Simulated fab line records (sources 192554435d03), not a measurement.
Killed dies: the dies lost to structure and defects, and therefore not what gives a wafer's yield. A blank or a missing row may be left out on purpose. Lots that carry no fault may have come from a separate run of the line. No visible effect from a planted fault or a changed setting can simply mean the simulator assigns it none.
Matching of chambers + flow n5 finfet + N5_FIN_SAQP_MANDREL2_REMOVE_60 on rie si-03 has 4 sister chambers
The step chemistry HBr/Cl2/O2, target a-Si, stops on SiNx, bt time 10 s. 18 wafers are shown with their chamber, then 9 later ones without.

== EACH WAFER AND ITS CHAMBER ==
| wafer  | chamber | throttle valve pct (%) | drypump motor current A (A) | oes product au (a.u.) |
|--------|---------|------------------------|-----------------------------|-----------------------|
| L074.1 | 3       | 36.41                  | 5.7                         | 1.011                 |
| L074.2 | 1       | 36.74                  | 6.2                         | 0.978                 |
| L074.3 | 2       | 36.42                  | 6.0                         | 0.991                 |
| L076.1 | 2       | 36.43                  | 6.0                         | 1.001                 |
| L076.2 | 3       | 36.40                  | 5.8                         | 1.023                 |
| L076.3 | 1       | 36.74                  | 6.2                         | 1.003                 |
| L076.4 | 0       | 36.45                  | 5.8                         | 0.993                 |
| L076.5 | 0       | 36.46                  | 5.8                         | 0.993                 |
| L076.6 | 1       | 36.75                  | 6.1                         | 0.986                 |
| L077.1 | 2       | 36.40                  | 6.0                         | 1.010                 |
| L077.5 | 2       | 36.43                  | 6.0                         | 1.010                 |
| L077.6 | 1       | 36.73                  | 6.2                         | 1.000                 |
| L087.3 | 3       | 36.43                  | 5.8                         | 1.019                 |
| L087.4 | 2       | 36.43                  | 6.0                         | 0.995                 |
| L087.6 | 2       | 36.42                  | 6.0                         | 1.006                 |
| L090.1 | 1       | 36.75                  | 6.2                         | 0.994                 |
| L090.2 | 2       | 36.42                  | 6.0                         | 0.998                 |
| L090.3 | 0       | 36.49                  | 5.8                         | 1.001                 |

SIGNATURES (averages over the wafers above)
| reading                 | chamber 0 | chamber 1 | chamber 2 | chamber 3 | scatter within a chamber |
|-------------------------|-----------|-----------|-----------|-----------|--------------------------|
| throttle valve pct      | 36.4667   | 36.7420   | 36.4214   | 36.4133   | 0.0128                   |
| drypump motor current A | 5.800     | 6.180     | 6.000     | 5.767     | 0.0324                   |
| oes product au          | 0.99567   | 0.99220   | 1.00157   | 1.01767   | 0.00787                  |
Rule: a wafer's distance from a chamber is the root of the sum, over the readings, of the square of ((its reading less the chamber's mean) divided by the reading's scatter). The wafer belongs to the nearest chamber; if the next one is less than 2 further off, it can't be placed. The scatter: take each reading less its chamber's mean, square it, sum over the shown wafers, divide by the number of wafers less the number of chambers, and take the root.

== WAFERS MISSING THEIR CHAMBER ==
| wafer  | throttle valve pct (%) | drypump motor current A (A) | oes product au (a.u.) |
|--------|------------------------|-----------------------------|-----------------------|
| L092.1 | 36.74                  | 6.2                         | 0.985                 |
| L092.2 | 36.43                  | 6.0                         | 1.005                 |
| L092.3 | 36.46                  | 5.8                         | 1.002                 |
| L094.1 | 36.74                  | 6.2                         | 0.993                 |
| L094.4 | 36.48                  | 5.8                         | 1.002                 |
| L094.6 | 36.43                  | 6.0                         | 0.994                 |
| L096.1 | 36.47                  | 5.8                         | 0.998                 |
| L096.2 | 36.43                  | 6.0                         | 0.998                 |
| L096.5 | 36.48                  | 5.8                         | 0.998                 |

== CHAMBER TAKEN BY EACH ==
| wafer  | from the rows above | in truth |
|--------|---------------------|----------|
| L092.1 | 1                   | 1        |
| L092.2 | 2                   | 2        |
| L092.3 | 0                   | 0        |
| L094.1 | 1                   | 1        |
| L094.4 | 0                   | 0        |
| L094.6 | 2                   | 2        |
| L096.1 | 0                   | 0        |
| L096.2 | 2                   | 2        |
| L096.5 | 0                   | 0        |
9 of 9 placed correctly. From these rows, 0 cannot be placed. Placed wrongly: 0.
